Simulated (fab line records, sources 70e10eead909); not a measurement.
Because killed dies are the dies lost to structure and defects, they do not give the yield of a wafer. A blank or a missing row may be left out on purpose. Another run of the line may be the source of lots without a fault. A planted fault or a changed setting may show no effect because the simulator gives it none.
Matching of chambers -- flow nand_harc -- NHARC_A_STAIRCASE_TRIM_20 on rie_diel-12 has 4 sister chambers
The step chemistry O2, time 211.2 s. 4 wafers are shown with their chamber, then 9 later ones without.

WAFERS WITH THEIR CHAMBER
wafer,chamber,drypump_motor_current_A (A)
L086.6,1,5.6
L088.2,3,5.1
L087.1,2,6.0
L087.3,0,5.6

WAFERS WITH NO CHAMBER GIVEN
wafer,drypump_motor_current_A (A)
L087.4,5.1
L089.2,5.1
L089.3,5.5
L089.6,5.1
L095.2,5.5
L095.4,5.1
L095.5,5.5
L096.4,5.6
L096.5,5.6

WHICH CHAMBER EACH ONE RAN IN
wafer,from the rows above,in truth
L087.4,3,3
L089.2,3,3
L089.3,can't be placed: 0 or 1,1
L089.6,3,3
L095.2,can't be placed: 0 or 1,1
L095.4,3,3
L095.5,can't be placed: 0 or 1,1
L096.4,can't be placed: 0 or 1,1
L096.5,can't be placed: 0 or 1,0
4 of 9 placed correctly. These rows do not allow placing 5 (true chamber among the candidates in 5). Wrongly placed: 0.
How it was worked out, from the rows above alone: a wafer's distance from a chamber is the root of the sum, over the readings, of the square of ((its reading less the chamber's mean) divided by the reading's scatter). The wafer belongs to the nearest chamber; if the next one is less than 2 further off, it can't be placed. For every chamber, the mean is computed from those of its wafers that are shown. The scatter (one wafer shown for each chamber): square how far every hidden wafer sits from the nearest shown wafer, average those squares and take the square root.
